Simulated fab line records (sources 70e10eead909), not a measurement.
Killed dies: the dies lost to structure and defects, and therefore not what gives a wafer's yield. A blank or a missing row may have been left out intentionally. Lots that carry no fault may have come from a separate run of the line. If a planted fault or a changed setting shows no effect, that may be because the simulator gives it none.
fab line records    flow nand-harc    part 1 of 2: steps 1 to 28 of 38
record lots=5  wafers=15  last-day=32
route steps=1302 shown A_M1@1194 A_BONDPAD@1202
lots that met no fault: from a run of the same line without faults
start-h: hours from the record's opening day to when the first of the lot's shown wafers began    wait-h: hours from the lot's prior step to this one    " repeats the value in the row above    L1.1+2: one row covering several wafers at once    - value missing, or start not given    * or withheld: withheld    < > ~ a bound
route shown NAME@n: NAME is a module with steps in the file, n the number in the route of the first one    usual: mean and standard deviation over wafers with no fault    same: alike in all rows    chamber/n: place in a boat    sites: per-site readings    _std_site: the standard deviation of these    _edge_site: outer sites' mean less inner sites'    radius-mm: for every site, how far away it sits from the centre of the wafer    mask NAME#n: copy n    behind: the tool/chamber that last shaped the wafer    hold: reason for holding the lot/hours on hold/outcome of the hold    device: which transistor (n, p or np) failed to switch    end of line: the route-end tests of the same wafers    for a step that has no rows: nothing shown but its recipe    killed: the dies lost at the first sort to structure and to defects; this is not the yield of the wafer    map: per-die view of a wafer (x killed, . not killed, _ where there is no die)
set.NAME: the setting as run; set.NAME@STEP: as run at that earlier step    model.NAME: the simulator's own value behind a step, which no gauge read
lots seen at some steps along the route; tables by step, rows by wafer
services: from which hour (start-h, from the record's first day; less than 0 if before it) a tool's chamber was out of use, for how many hours, and why
## steps
# step NHARC_A_M1_ANNEAL_31
# recipe temp-c=225  time-s=90
# usual wafer_temp_C_max=226.3/0.34
lot.wafer  tool           chamber  start-h  wait-h  wafer_temp_C_max
L076.1     rtp-anneal-02  0        546.85   -       226.1
L076.3     "              0        "        "       226.3
L076.6     "              0        "        "       226.3
L090.2     rtp-anneal-02  0        679.11   0.4     226.1
L090.4     "              0        "        "       226.2
L090.5     "              0        "        "       226.5
L093.2     rtp-anneal-01  0        715.12   0.4     226.5
L093.4     "              0        "        "       226.2
L093.5     "              0        "        "       226.1
L094.2     rtp-anneal-02  0        725.14   0.4     226.2
L094.3     "              0        "        "       226.4
L094.6     "              0        "        "       226.4
L095.2     rtp-anneal-02  0        727.57   0.3     226.3
L095.4     "              0        "        "       226.3
L095.5     "              0        "        "       226.3
# step NHARC_A_M1_CMP_23
# recipe t-overpolish-s=20  target-thk-nm=154.34
# usual motor-current-A=12.4/1.6  time-to-endpoint-s=30/3.4
lot.wafer  tool    chamber  start-h  wait-h  motor-current-A  time-to-endpoint-s
L076.1     cmp-04  2        547.25   -       11.1             28
L076.3     "       3        "        "       11.8             27
L076.6     "       0        "        "       15.2             32
L090.4     cmp-04  0        679.44   -       15.4             29
L090.2     "       2        "        "       10.9             28
L090.5     "       3        "        "       12.2             29
L093.4     cmp-02  3        715.42   -       12.4             31
L093.2     "       2        "        "       13.9             29
L093.5     "       3        "        "       13.0             31
L094.2     cmp-03  1        725.47   -       11.1             22
L094.3     "       2        "        "       9.6              32
L094.6     "       1        "        "       12.5             22
L095.4     cmp-02  0        727.92   -       11.4             35
L095.2     "       1        "        "       15.1             34
L095.5     "       3        "        "       13.2             32
# step NHARC_A_M1_THK_MEAS_24
# recipe thk-meas-gauge=xrf
# usual thk-nm=154.7/1.7
lot.wafer  tool           chamber  start-h  wait-h  thk-nm
L076.1     film-metro-02  -        547.51   -       153.6
L076.3     "              -        "        "       155.8
L076.6     "              -        "        "       157.8
L090.2     film-metro-02  -        679.72   -       155.3
L090.4     "              -        "        "       156.9
L090.5     "              -        "        "       154.5
L093.2     film-metro-02  -        715.74   -       153.9
L093.4     "              -        "        "       154.9
L093.5     "              -        "        "       156.5
L094.2     film-metro-01  -        725.75   -       149.8
L094.3     "              -        "        "       154.8
L094.6     "              -        "        "       149.9
L095.2     film-metro-01  -        728.18   -       154.7
L095.4     "              -        "        "       158.9
L095.5     "              -        "        "       155.6
# step NHARC_A_M1_SRD_25
lot.wafer   tool          chamber  start-h  wait-h
L076.3+1+6  wet-bench-08  0,3,5    547.55   0.0
L090.4+2+5  wet-bench-10  7,0,3    679.77   0.0
L093.5+4+2  wet-bench-08  2,3,5    715.79   0.1
L094.2+3+6  wet-bench-10  6,0,2    725.80   0.0
L095.2+4+5  wet-bench-08  6,0,1    728.22   0.0
# step NHARC_A_M1_INSPECT_27
# usual raw-defect-count=545/140
lot.wafer  tool               chamber  start-h  wait-h  raw-defect-count
L076.1     defect-inspect-01  -        547.67   0.0     505
L076.3     "                  -        "        "       590
L076.6     "                  -        "        "       477
L090.2     defect-inspect-02  -        679.88   0.0     519
L090.4     "                  -        "        "       361
L090.5     "                  -        "        "       406
L093.2     defect-inspect-01  -        715.92   0.0     456
L093.4     "                  -        "        "       360
L093.5     "                  -        "        "       437
L094.2     defect-inspect-01  -        725.91   0.0     506
L094.3     "                  -        "        "       651
L094.6     "                  -        "        "       543
L095.2     defect-inspect-02  -        728.34   0.0     468
L095.4     "                  -        "        "       410
L095.5     "                  -        "        "       432
# step NHARC_A_M1_PRE_CLEAN_32
# recipe time-s=12  temp-c=370  rf-power-w=300  gas=NH3
# usual heater-power-w=651/96
lot.wafer  tool      chamber  start-h  wait-h  heater-power-w
L076.3     pecvd-04  1        547.74   0.1     511
L076.1     "         0        "        "       744
L076.6     "         1        "        "       482
L090.2     pecvd-04  2        679.98   0.1     621
L090.4     "         0        "        "       646
L090.5     "         2        "        "       620
L093.2     pecvd-03  0        716.00   0.1     554
L093.4     "         2        "        "       695
L093.5     "         0        "        "       552
L094.2     pecvd-04  0        725.98   0.1     674
L094.3     "         2        "        "       628
L094.6     "         1        "        "       494
L095.2     pecvd-04  2        728.40   0.1     680
L095.5     "         2        "        "       667
L095.4     "         1        "        "       475
# step NHARC_A_M1_DEP_33
# recipe target-thk-a=300  temp-c=370  target-thk-nm=30  pressure-torr=3  flow-sccm=200  rf-w=450  material=SiCN
# usual heater-power-w=591/93
lot.wafer  tool      chamber  start-h  wait-h  heater-power-w
L076.3     pecvd-04  1        547.82   0.1     469
L076.1     "         0        "        "       622
L076.6     "         1        "        "       453
L090.2     pecvd-04  2        680.11   0.1     661
L090.4     "         0        "        "       611
L090.5     "         2        "        "       648
L093.2     pecvd-03  0        716.11   0.1     531
L093.4     "         2        "        "       621
L093.5     "         0        "        "       510
L094.2     pecvd-04  0        726.06   0.1     692
L094.3     "         2        "        "       565
L094.6     "         1        "        "       447
L095.2     pecvd-04  2        728.48   0.1     558
L095.5     "         2        "        "       578
L095.4     "         1        "        "       481
# step NHARC_A_BONDPAD_DEP_00
# recipe target-thk-a=2500  temp-c=370  target-thk-nm=250  pressure-torr=3  flow-sccm=200  rf-w=450  material=SiCN
# usual heater-power-w=597/110
lot.wafer  tool      chamber  start-h  wait-h  heater-power-w
L076.3     pecvd-04  0        -        -       722
L076.1     "         1        "        "       415
L076.6     "         2        "        "       674
L090.2     pecvd-04  0        -        -       675
L090.5     "         2        "        "       554
L090.4     "         0        "        "       717
L093.2     pecvd-02  1        716.71   -       686
L093.5     "         2        "        "       775
L093.4     "         0        "        "       456
L094.2     pecvd-01  1        726.61   -       719
L094.3     "         0        "        "       517
L094.6     "         2        "        "       539
L095.2     pecvd-01  2        729.04   -       529
L095.4     "         2        "        "       541
L095.5     "         1        "        "       656
# step NHARC_A_BONDPAD_CMP_29
# recipe target-thk-nm=200  material=SiCN
# usual motor-current-A=12.3/1.3
lot.wafer  tool    chamber  start-h  wait-h  motor-current-A
L076.3     cmp-01  1        548.80   -       11.3
L076.1     "       2        "        "       11.3
L076.6     "       0        "        "       11.6
L090.4     cmp-01  1        680.99   -       12.0
L090.2     "       2        "        "       11.0
L090.5     "       1        "        "       12.1
L093.2     cmp-03  2        717.08   -       9.9
L093.4     "       3        "        "       11.8
L093.5     "       1        "        "       11.8
L094.2     cmp-02  3        727.02   -       12.9
L094.3     "       1        "        "       14.1
L094.6     "       3        "        "       13.0
L095.2     cmp-03  2        729.48   -       9.8
L095.4     "       3        "        "       12.2
L095.5     "       1        "        "       12.6
# step NHARC_A_BONDPAD_THK_MEAS_30
# recipe thk-meas-gauge=ellipsometry
# usual thk-nm=200.2/1.5
lot.wafer  tool           chamber  start-h  wait-h  thk-nm
L076.1     film-metro-01  -        549.02   0.2     202.3
L076.3     "              -        "        "       199.7
L076.6     "              -        "        "       199.8
L090.2     film-metro-02  -        681.24   0.2     202.0
L090.4     "              -        "        "       197.5
L090.5     "              -        "        "       199.3
L093.2     film-metro-01  -        717.29   0.2     202.4
L093.4     "              -        "        "       198.3
L093.5     "              -        "        "       198.4
L094.2     film-metro-01  -        727.27   0.2     202.5
L094.3     "              -        "        "       200.3
L094.6     "              -        "        "       201.3
L095.2     film-metro-01  -        729.71   0.2     203.5
L095.4     "              -        "        "       198.3
L095.5     "              -        "        "       197.6
# step NHARC_A_BONDPAD_SRD_31
lot.wafer   tool          chamber  start-h  wait-h
L076.3+1+6  wet-bench-10  2,4,6    549.07   0.0
L090.2+5+4  wet-bench-10  2,5,6    681.28   0.0
L093.2+5+4  wet-bench-10  7,0,3    717.33   0.0
L094.3+6+2  wet-bench-08  1,3,4    727.31   0.0
L095.4+2+5  wet-bench-08  0,2,3    729.76   0.0
# step NHARC_A_BONDPAD_DEHYDRATE_01
# recipe temp-c=150  time-s=120
lot.wafer   tool            chamber  start-h  wait-h
L076.1+3+6  litho-track-03  0        549.15   0.1
L090.2+4+5  litho-track-07  0        681.36   0.1
L093.2+4+5  litho-track-03  0        717.41   0.1
L094.2+3+6  litho-track-03  0        727.39   0.1
L095.2+4+5  litho-track-03  0        729.83   0.1
# step NHARC_A_BONDPAD_HMDS_02
# recipe time-s=30
lot.wafer   tool            chamber  start-h  wait-h
L076.1+3+6  litho-track-03  0        -        -
L090.2+4+5  litho-track-07  0        -        -
L093.2+4+5  litho-track-03  0        -        -
L094.2+3+6  litho-track-03  0        -        -
L095.2+4+5  litho-track-03  0        -        -
# step NHARC_A_BONDPAD_COAT_33
# recipe temp-c=200  time-s=65
lot.wafer   tool            chamber  start-h  wait-h
L076.1+3+6  litho-track-03  0        -        -
L090.2+4+5  litho-track-07  0        -        -
L093.2+4+5  litho-track-03  0        -        -
L094.2+3+6  litho-track-03  0        -        -
L095.2+4+5  litho-track-03  0        -        -
# step NHARC_A_BONDPAD_COAT_03
# recipe spin-rpm=2000  resist-thk-nm=600
lot.wafer   tool            chamber  start-h  wait-h
L076.1+3+6  litho-track-03  0        -        -
L090.2+4+5  litho-track-07  0        -        -
L093.2+4+5  litho-track-03  0        -        -
L094.2+3+6  litho-track-03  0        -        -
L095.2+4+5  litho-track-03  0        -        -
# step NHARC_A_BONDPAD_SOFTBAKE_04
# recipe temp-c=125  time-s=70
lot.wafer   tool            chamber  start-h  wait-h
L076.1+3+6  litho-track-03  0        -        -
L090.2+4+5  litho-track-07  0        -        -
L093.2+4+5  litho-track-03  0        -        -
L094.2+3+6  litho-track-03  0        -        -
L095.2+4+5  litho-track-03  0        -        -
# step NHARC_A_BONDPAD_EBR_05
lot.wafer   tool            chamber  start-h  wait-h
L076.1+3+6  litho-track-03  0        -        -
L090.2+4+5  litho-track-07  0        -        -
L093.2+4+5  litho-track-03  0        -        -
L094.2+3+6  litho-track-03  0        -        -
L095.2+4+5  litho-track-03  0        -        -
# step NHARC_A_BONDPAD_EXPOSE_06
# recipe na=0.55  dose-mj=36.99  mask-id=A_BPAD
# usual exposure-dose-mJ-cm2=37.12/0.22
lot.wafer  tool            chamber  start-h  wait-h  mask      exposure-dose-mJ-cm2
L076.1     krf-scanner-02  0        549.31   -       A_BPAD#0  37.38
L076.3     "               0        "        "       A_BPAD#0  37.45
L076.6     "               0        "        "       A_BPAD#0  37.40
L090.2     krf-scanner-01  0        681.66   -       A_BPAD#0  36.96
L090.4     "               0        "        "       A_BPAD#0  36.96
L090.5     "               0        "        "       A_BPAD#0  36.92
L093.2     krf-scanner-04  0        717.70   -       A_BPAD#0  37.02
L093.4     "               0        "        "       A_BPAD#0  37.01
L093.5     "               0        "        "       A_BPAD#0  37.01
L094.2     krf-scanner-02  0        727.68   -       A_BPAD#0  37.43
L094.3     "               0        "        "       A_BPAD#0  37.47
L094.6     "               0        "        "       A_BPAD#0  37.46
L095.2     krf-scanner-02  0        730.00   -       A_BPAD#0  37.46
L095.4     "               0        "        "       A_BPAD#0  37.44
L095.5     "               0        "        "       A_BPAD#0  37.43
# step NHARC_A_BONDPAD_PEB_07
# recipe peb-temp-c=128  peb-time-s=80
lot.wafer   tool            chamber  start-h  wait-h
L076.1+3+6  litho-track-07  0        549.38   0.1
L090.2+4+5  litho-track-03  0        681.72   0.1
L093.2+4+5  litho-track-03  0        717.77   0.1
L094.2+3+6  litho-track-07  0        727.75   0.1
L095.2+4+5  litho-track-03  0        730.06   0.1
# step NHARC_A_BONDPAD_DEVELOP_08
# recipe time-s=50  dev-temp-c=22
lot.wafer   tool            chamber  start-h  wait-h
L076.1+3+6  litho-track-07  0        -        -
L090.2+4+5  litho-track-03  0        -        -
L093.2+4+5  litho-track-03  0        -        -
L094.2+3+6  litho-track-07  0        -        -
L095.2+4+5  litho-track-03  0        -        -
# step NHARC_A_BONDPAD_CD_MEAS_09
# recipe target-cd-nm=500  landing-energy-ev=500
# usual cd-nm=499.5/2.7
lot.wafer  tool       chamber  start-h  wait-h  cd-nm
L076.1     cd-sem-01  0        549.46   -       497.5
L076.3     "          0        "        "       499.4
L076.6     "          0        "        "       500.3
L090.2     cd-sem-02  0        681.81   -       499.5
L090.4     "          0        "        "       503.0
L090.5     "          0        "        "       498.3
L093.2     cd-sem-03  0        717.85   -       499.8
L093.4     "          0        "        "       495.3
L093.5     "          0        "        "       503.2
L094.2     cd-sem-02  0        727.83   -       497.9
L094.3     "          0        "        "       499.5
L094.6     "          0        "        "       497.8
L095.2     cd-sem-03  0        730.15   -       500.4
L095.4     "          0        "        "       494.1
L095.5     "          0        "        "       501.7
# step NHARC_A_BONDPAD_OVL_MEAS_35
# usual overlay-x-nm=0/4.9  overlay-y-nm=0/5.5
lot.wafer  tool        chamber  start-h  wait-h  overlay-x-nm  overlay-y-nm
L076.1     overlay-01  -        549.55   -       4             7
L076.3     "           -        "        "       4             7
L076.6     "           -        "        "       4             7
L090.2     overlay-02  -        681.89   -       -8            0
L090.4     "           -        "        "       -7            1
L090.5     "           -        "        "       -7            1
L093.2     overlay-02  -        717.94   -       -2            1
L093.4     "           -        "        "       -1            2
L093.5     "           -        "        "       -2            1
L094.2     overlay-01  -        727.92   -       1             -1
L094.3     "           -        "        "       0             -1
L094.6     "           -        "        "       1             -1
L095.2     overlay-02  -        730.24   -       -7            4
L095.4     "           -        "        "       -7            4
L095.5     "           -        "        "       -7            5
# step NHARC_A_BONDPAD_HARDBAKE_10
# recipe temp-c=118  time-s=65
lot.wafer   tool            chamber  start-h  wait-h
L076.1+3+6  litho-track-03  0        549.60   0.0
L090.2+4+5  litho-track-07  0        681.94   0.0
L093.2+4+5  litho-track-05  0        717.99   0.0
L094.2+3+6  litho-track-03  0        727.97   0.0
L095.2+4+5  litho-track-03  0        730.29   0.0
# step NHARC_A_BONDPAD_DESCUM_11
# recipe time-s=3  o2-flow-sccm=200  ar-flow-sccm=0  bias-power-w=0  chemistry=O2
# usual drypump-motor-current-A=5.5/0.35  oes-product-au=1.002/0.012  rf-vpp-V=57.5/0.93  showerhead-plenum-p-Torr=1.90/0.11  throttle-valve-pct=11.311/0.0086
lot.wafer  tool         chamber  start-h  wait-h  drypump-motor-current-A  oes-product-au  rf-hours-counter-h  rf-vpp-V  showerhead-plenum-p-Torr  throttle-valve-pct
L076.3     rie-diel-01  0        549.69   -       5.1                      1.000           52                  60.1      2.02                      11.304
L076.1     "            1        "        "       6.0                      0.995           55                  58.0      1.87                      11.310
L076.6     "            3        "        "       4.9                      0.989           -                   56.4      1.81                      11.308
L090.2     rie-diel-06  3        682.02   -       5.5                      1.008           0                   59.1      2.03                      11.335
L090.4     "            2        "        "       5.6                      0.980           0                   56.6      1.78                      11.314
L090.5     "            3        "        "       5.6                      1.003           -                   58.2      2.03                      11.299
L093.4     rie-diel-06  0        718.07   -       5.6                      0.997           1                   57.8      1.78                      11.303
L093.2     "            1        "        "       5.1                      1.003           1                   57.6      1.90                      11.317
L093.5     "            3        "        "       5.5                      1.014           -                   58.0      2.03                      11.306
L094.2     rie-diel-06  0        728.06   -       5.6                      1.000           1                   55.4      1.78                      11.309
L094.3     "            1        "        "       5.1                      1.004           1                   57.9      1.90                      11.290
L094.6     "            2        "        "       5.6                      0.996           -                   56.6      1.78                      11.306
L095.4     rie-diel-06  0        730.38   -       5.6                      1.016           1                   56.8      1.78                      11.308
L095.2     "            1        "        "       5.1                      1.011           1                   59.0      1.90                      11.320
L095.5     "            2        "        "       5.6                      0.996           -                   56.7      1.78                      11.333
# step NHARC_A_BONDPAD_ETCH_34
# recipe target-depth-a=600  overetch-a=180  time-s=65.91  ion-energy-ev=200  n2-flow-sccm=150  h2-flow-sccm=150  ar-flow-sccm=0  rf-w=400  bias-w=150  chemistry=N2/H2
# usual bias-w=150.1/0.44  drypump-motor-current-A=5.5/0.36  oes-product-au=1.002/0.012  rf-vpp-V=430/3.2  showerhead-plenum-p-Torr=2.02/0.11  throttle-valve-pct=14.171/0.01
lot.wafer  tool         chamber  start-h  wait-h  bias-w  drypump-motor-current-A  oes-product-au  rf-hours-counter-h  rf-vpp-V  showerhead-plenum-p-Torr  throttle-valve-pct
L076.3     rie-diel-01  1        549.76   0.1     150.1   6.1                      0.998           55                  428       1.99                      14.172
L076.1     "            3        "        "       150.4   5.0                      0.999           55                  428       1.92                      14.172
L076.6     "            1        "        "       150.2   6.0                      0.993           -                   430       1.99                      14.174
L090.2     rie-diel-06  1        682.10   0.1     149.3   5.1                      1.023           0                   431       2.03                      14.182
L090.4     "            3        "        "       149.4   5.5                      1.022           0                   434       2.17                      14.185
L090.5     "            2        "        "       149.5   5.6                      0.994           -                   428       1.90                      14.160
L093.4     rie-diel-06  3        718.16   0.1     149.6   5.6                      1.014           1                   434       2.17                      14.163
L093.2     "            0        "        "       149.9   5.6                      1.019           1                   427       1.90                      14.161
L093.5     "            2        "        "       150.7   5.6                      0.991           -                   427       1.90                      14.160
L094.2     rie-diel-06  1        728.13   0.1     149.8   5.1                      1.014           1                   430       2.03                      14.170
L094.3     "            0        "        "       149.7   5.6                      1.010           1                   426       1.90                      14.164
L094.6     "            1        "        "       149.9   5.1                      1.002           -                   430       2.03                      14.183
L095.4     rie-diel-06  3        730.46   0.1     149.2   5.5                      1.015           1                   434       2.17                      14.170
L095.2     "            0        "        "       149.7   5.6                      1.011           1                   427       1.90                      14.163
L095.5     "            2        "        "       150.1   5.6                      0.978           -                   427       1.90                      14.169
# step NHARC_A_BONDPAD_ETCH_12
# recipe target-depth-a=2200  time-s=110  chf3-flow-sccm=50  o2-flow-sccm=10  ar-flow-sccm=200  rf-w=500  bias-w=200  chemistry=CHF3/O2
# usual bias-w=200.0/0.65  drypump-motor-current-A=5.5/0.35  oes-product-au=0.945/0.025  rf-vpp-V=370/3  showerhead-plenum-p-Torr=2.38/0.13  throttle-valve-pct=20.571/0.0091
lot.wafer  tool         chamber  start-h  wait-h  bias-w  drypump-motor-current-A  oes-product-au  rf-hours-counter-h  rf-vpp-V  showerhead-plenum-p-Torr  throttle-valve-pct
L076.3     rie-diel-01  1        -        -       200.2   6.0                      0.923           55                  370       2.35                      20.573
L076.1     "            0        "        "       200.3   5.1                      0.922           52                  374       2.53                      20.580
L076.6     "            2        "        "       199.7   5.4                      0.916           -                   367       2.23                      20.578
L090.4     rie-diel-06  0        -        -       200.6   5.6                      0.958           0                   367       2.25                      20.586
L090.2     "            1        "        "       200.4   5.1                      0.996           0                   371       2.39                      20.576
L090.5     "            0        "        "       200.7   5.6                      0.981           -                   367       2.25                      20.554
L093.2     rie-diel-06  0        -        -       199.3   5.6                      0.980           1                   366       2.25                      20.565
L093.4     "            1        "        "       201.4   5.1                      0.981           1                   371       2.39                      20.574
L093.5     "            3        "        "       200.1   5.5                      0.975           -                   373       2.54                      20.589
L094.3     rie-diel-06  2        -        -       200.1   5.6                      0.923           1                   366       2.25                      20.570
L094.2     "            3        "        "       200.5   5.6                      0.942           1                   374       2.54                      20.565
L094.6     "            2        "        "       199.3   5.6                      0.917           -                   368       2.25                      20.573
L095.2     rie-diel-06  1        -        -       199.8   5.1                      0.932           1                   370       2.39                      20.566
L095.4     "            0        "        "       200.5   5.6                      0.935           1                   367       2.25                      20.568
L095.5     "            1        "        "       199.9   5.1                      0.932           -                   370       2.39                      20.564
# step NHARC_A_BONDPAD_CD_MEAS_13
# usual cd-nm=499/3.1
lot.wafer  tool       chamber  start-h  wait-h  cd-nm
L076.1     cd-sem-02  -        550.00   -       498
L076.3     "          -        "        "       501
L076.6     "          -        "        "       499
L090.2     cd-sem-03  -        682.33   -       498
L090.4     "          -        "        "       503
L090.5     "          -        "        "       497
L093.2     cd-sem-02  -        718.38   -       499
L093.4     "          -        "        "       497
L093.5     "          -        "        "       501
L094.2     cd-sem-03  -        728.36   -       497
L094.3     "          -        "        "       498
L094.6     "          -        "        "       496
L095.2     cd-sem-02  -        730.68   -       498
L095.4     "          -        "        "       496
L095.5     "          -        "        "       501
# step NHARC_A_BONDPAD_STRIP_15
# recipe o2-flow-sccm=500  ar-flow-sccm=0  bias-w=0  chemistry=O2
# usual drypump-motor-current-A=5.5/0.35  oes-product-au=1.002/0.011  rf-vpp-V=57.9/0.96  showerhead-plenum-p-Torr=3.51/0.18  throttle-valve-pct=17.038/0.0076
# same bias-w=0
lot.wafer  tool         chamber  start-h  wait-h  drypump-motor-current-A  oes-product-au  rf-hours-counter-h  rf-vpp-V  showerhead-plenum-p-Torr  throttle-valve-pct
L076.1     rie-diel-06  3        550.09   0.1     5.6                      1.021           2                   59.5      3.73                      17.044
L076.3     "            1        "        "       5.1                      1.002           1                   57.3      3.52                      17.014
L076.6     "            3        "        "       5.6                      1.019           -                   57.6      3.73                      17.031
L090.2     rie-diel-06  2        682.44   0.1     5.6                      0.985           0                   56.4      3.30                      17.038
L090.4     "            3        "        "       5.5                      1.007           0                   57.8      3.73                      17.028
L090.5     "            0        "        "       5.6                      1.010           -                   56.6      3.31                      17.035
L093.4     rie-diel-06  1        718.47   0.1     5.1                      1.006           1                   57.9      3.51                      17.044
L093.2     "            3        "        "       5.6                      1.010           1                   59.8      3.73                      17.038
L093.5     "            1        "        "       5.1                      1.018           -                   58.3      3.51                      17.035
L094.3     rie-diel-06  2        728.43   0.1     5.6                      0.986           1                   58.7      3.30                      17.033
L094.2     "            1        "        "       5.1                      1.005           1                   57.7      3.51                      17.051
L094.6     "            2        "        "       5.6                      0.988           -                   57.6      3.30                      17.038
L095.2     rie-diel-06  3        730.78   0.1     5.5                      1.008           1                   58.4      3.73                      17.046
L095.4     "            0        "        "       5.6                      0.999           1                   58.1      3.30                      17.054
L095.5     "            1        "        "       5.1                      1.006           -                   57.9      3.51                      17.030
